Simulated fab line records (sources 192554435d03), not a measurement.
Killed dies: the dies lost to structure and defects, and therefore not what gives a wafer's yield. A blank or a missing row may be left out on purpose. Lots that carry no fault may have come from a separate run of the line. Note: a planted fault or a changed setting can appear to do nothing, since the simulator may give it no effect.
Split-lot study / flow n5_finfet / on a route of 1938 steps: 7 lots, 21 wafers read

## ABOUT THE SPLIT
At N5_HKMG_FIN_ETCH_55 (etches SOC in N2/H2, target depth 240 nm, time 300 s), the setting bias_w was moved away from the recipe's 150 W on 6 of the 21 wafers read, by -12.5% to +16.7%. The other wafers ran this setting at the recipe's value.

Reading taken at the split's own step.

## THE READING
rf_vpp_V, in V, at N5_HKMG_FIN_ETCH_55 (etches SOC in N2/H2, target depth 240 nm, time 300 s). Fault-free wafers of this fab line usually give 523.2 V, standard deviation 2.3 V.

wafer=L074.1; tool, chamber at the split=rie_diel-03, 0; bias_w as run, W=165.9; against the recipe=+10.6%; rf_vpp_V, V=562.1; against lot-mates on the recipe=+41.7
wafer=L074.2; tool, chamber at the split=rie_diel-03, 1; bias_w as run, W=150; against the recipe=recipe; rf_vpp_V, V=520.4; against lot-mates on the recipe=-
wafer=L074.5; tool, chamber at the split=rie_diel-03, 0; bias_w as run, W=165.9; against the recipe=+10.6%; rf_vpp_V, V=562.3; against lot-mates on the recipe=+41.9
wafer=L075.1; tool, chamber at the split=rie_diel-06, 3; bias_w as run, W=141.9; against the recipe=-5.4%; rf_vpp_V, V=500.1; against lot-mates on the recipe=-22.3
wafer=L075.2; tool, chamber at the split=rie_diel-06, 1; bias_w as run, W=150; against the recipe=recipe; rf_vpp_V, V=525.8; against lot-mates on the recipe=-
wafer=L075.6; tool, chamber at the split=rie_diel-06, 3; bias_w as run, W=150; against the recipe=recipe; rf_vpp_V, V=519.0; against lot-mates on the recipe=-
wafer=L079.4; tool, chamber at the split=rie_diel-02, 2; bias_w as run, W=150; against the recipe=recipe; rf_vpp_V, V=522.7; against lot-mates on the recipe=-
wafer=L079.5; tool, chamber at the split=rie_diel-02, 0; bias_w as run, W=150; against the recipe=recipe; rf_vpp_V, V=519.7; against lot-mates on the recipe=-
wafer=L079.6; tool, chamber at the split=rie_diel-02, 3; bias_w as run, W=150; against the recipe=recipe; rf_vpp_V, V=522.5; against lot-mates on the recipe=-
wafer=L080.1; tool, chamber at the split=rie_diel-02, 1; bias_w as run, W=150; against the recipe=recipe; rf_vpp_V, V=520.4; against lot-mates on the recipe=-
wafer=L080.4; tool, chamber at the split=rie_diel-02, 3; bias_w as run, W=150; against the recipe=recipe; rf_vpp_V, V=522.8; against lot-mates on the recipe=-
wafer=L080.5; tool, chamber at the split=rie_diel-02, 3; bias_w as run, W=150; against the recipe=recipe; rf_vpp_V, V=522.7; against lot-mates on the recipe=-
wafer=L085.1; tool, chamber at the split=rie_diel-02, 1; bias_w as run, W=150; against the recipe=recipe; rf_vpp_V, V=523.2; against lot-mates on the recipe=-
wafer=L085.3; tool, chamber at the split=rie_diel-02, 0; bias_w as run, W=175.1; against the recipe=+16.7%; rf_vpp_V, V=573.4; against lot-mates on the recipe=+50.4
wafer=L085.6; tool, chamber at the split=rie_diel-02, 2; bias_w as run, W=150; against the recipe=recipe; rf_vpp_V, V=522.8; against lot-mates on the recipe=-
wafer=L087.1; tool, chamber at the split=rie_diel-03, 0; bias_w as run, W=150; against the recipe=recipe; rf_vpp_V, V=526.7; against lot-mates on the recipe=-
wafer=L087.3; tool, chamber at the split=rie_diel-03, 1; bias_w as run, W=150; against the recipe=recipe; rf_vpp_V, V=520.9; against lot-mates on the recipe=-
wafer=L087.5; tool, chamber at the split=rie_diel-03, 0; bias_w as run, W=150; against the recipe=recipe; rf_vpp_V, V=526.8; against lot-mates on the recipe=-
wafer=L096.1; tool, chamber at the split=rie_diel-02, 2; bias_w as run, W=131.3; against the recipe=-12.5%; rf_vpp_V, V=481.1; against lot-mates on the recipe=-37.2
wafer=L096.3; tool, chamber at the split=rie_diel-02, 0; bias_w as run, W=150; against the recipe=recipe; rf_vpp_V, V=518.3; against lot-mates on the recipe=-
wafer=L096.4; tool, chamber at the split=rie_diel-02, 0; bias_w as run, W=131.3; against the recipe=-12.5%; rf_vpp_V, V=478.0; against lot-mates on the recipe=-40.3

FIT RESULTS
A straight line over all 21 wafers: rf_vpp_V changes by +3.42 V for each +1% of bias_w; r = +0.99; the points scatter about the line by 3.1 V.
The same after taking each lot's own level away (the mean of its wafers on the recipe; 21 wafers): +3.33 V for each +1%; r = +0.99; scatter 3.3 V.
According to that fit, moving bias_w by its largest amount changes the reading by 56 V.
From 518.30 to 524.80 V: that is the span of the lots' own levels, equal to 2.8 times the standard deviation above.
Hence the lot-to-lot level has little effect on the slope; both slopes agree.
Check: with one of the wafers moved furthest among these (+16.7%) left out of the fit, the line predicts +59.5 V for it against its lot-mates. Against them it came out at +50.4 V.
Tool readings at the split's step, against how far the setting was moved: rf_vpp_V r = +0.99.

## ADDITIONAL SPLITS CARRIED BY THESE WAFERS
Other splits were also applied to these wafers ahead of the reading. Each is held against what the fit with the lots' levels taken away leaves over:
other split on the same wafers=N5_DUMMY_GATE_ETCH_31 target_depth_a; wafers away from the commonest value=6; r with rf_vpp_V (lot level and that fit taken away)=-0.06
other split on the same wafers=N5_SD_EPI_N_DESCUM_14 time_s; wafers away from the commonest value=8; r with rf_vpp_V (lot level and that fit taken away)=-0.01
other split on the same wafers=N5_HKMG_FIN_HK_ALD_01 ald_cycles; wafers away from the commonest value=6; r with rf_vpp_V (lot level and that fit taken away)=-0.24
other split on the same wafers=N5_HKMG_FIN_EXPOSE_46 dose_mj; wafers away from the commonest value=3; r with rf_vpp_V (lot level and that fit taken away)=+0.55

## THE FILE'S OWN FIT
rf_vpp_V changes by +3.28 V for each +1% of bias_w, r = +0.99.
